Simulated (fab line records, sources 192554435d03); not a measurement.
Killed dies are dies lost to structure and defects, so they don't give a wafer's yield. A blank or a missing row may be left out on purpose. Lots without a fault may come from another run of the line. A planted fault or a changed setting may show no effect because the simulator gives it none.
Chamber matching | flow n5_finfet | N5_BEOL_M14_DESCUM_33 on rie_diel-01: 4 sister chambers
The step chemistry O2, time 7.9 s. 16 wafers are shown with their chamber, then 8 later ones without.

WAFERS WITH THEIR CHAMBER
wafer  | chamber | drypump_motor_current_A (A) | showerhead_plenum_p_Torr (Torr) | throttle_valve_pct (%)
L075.3 | 1       | 5.9                         | 2.18                            | 20.21
L075.5 | 2       | 5.1                         | 2.06                            | 20.62
L075.6 | 3       | 5.0                         | 2.01                            | 20.73
L076.1 | 1       | 5.8                         | 2.18                            | 20.22
L076.4 | 2       | 5.1                         | 2.05                            | 20.63
L076.5 | 0       | 6.2                         | 2.16                            | 20.35
L082.2 | 3       | 5.1                         | 2.01                            | 20.74
L082.4 | 3       | 5.1                         | 2.01                            | 20.74
L082.5 | 0       | 6.2                         | 2.16                            | 20.36
L080.1 | 1       | 5.8                         | 2.17                            | 20.23
L080.3 | 3       | 5.0                         | 2.01                            | 20.76
L080.6 | 0       | 6.2                         | 2.15                            | 20.37
L087.1 | 3       | 5.1                         | 2.00                            | 20.76
L087.2 | 2       | 5.1                         | 2.05                            | 20.21
L087.4 | 1       | 5.8                         | 2.17                            | 20.23
L089.1 | 3       | 5.1                         | 2.00                            | 20.77

SIGNATURES (means of the wafers above)
reading                  | chamber 0 | chamber 1 | chamber 2 | chamber 3 | scatter within a chamber
drypump_motor_current_A  | 6.200     | 5.825     | 5.100     | 5.067     | 0.0417
showerhead_plenum_p_Torr | 2.1567    | 2.1750    | 2.0533    | 2.0067    | 0.00553
throttle_valve_pct       | 20.3600   | 20.2225   | 20.4867   | 20.7500   | 0.0985
Rule: a wafer's distance from a chamber is the root of the sum, over the readings, of the square of ((its reading less the chamber's mean) divided by the reading's scatter). The wafer belongs to the nearest chamber; if the next one is less than 2 further off, it can't be placed. The scatter: the root of (the sum of the squares of (reading less its chamber's mean) over the shown wafers, divided by (wafers less chambers)).

WAFERS WITHOUT THEIR CHAMBER
wafer  | drypump_motor_current_A (A) | showerhead_plenum_p_Torr (Torr) | throttle_valve_pct (%)
L089.2 | 5.8                         | 2.17                            | 20.24
L089.6 | 5.0                         | 2.00                            | 20.76
L093.3 | 5.1                         | 2.05                            | 20.23
L093.4 | 6.2                         | 2.15                            | 20.40
L093.6 | 6.3                         | 2.15                            | 20.42
L090.1 | 5.8                         | 2.16                            | 20.26
L090.3 | 5.1                         | 2.04                            | 20.26
L090.5 | 5.1                         | 2.04                            | 20.24

WHICH CHAMBER EACH WENT THROUGH
wafer  | from the rows above | in truth
L089.2 | 1                   | 1
L089.6 | 3                   | 3
L093.3 | 2                   | 2
L093.4 | 0                   | 0
L093.6 | 0                   | 0
L090.1 | 1                   | 1
L090.3 | 2                   | 2
L090.5 | 2                   | 2
Placed correctly: 8 of 8. Can't be placed from these rows: 0. Placed wrongly: 0.
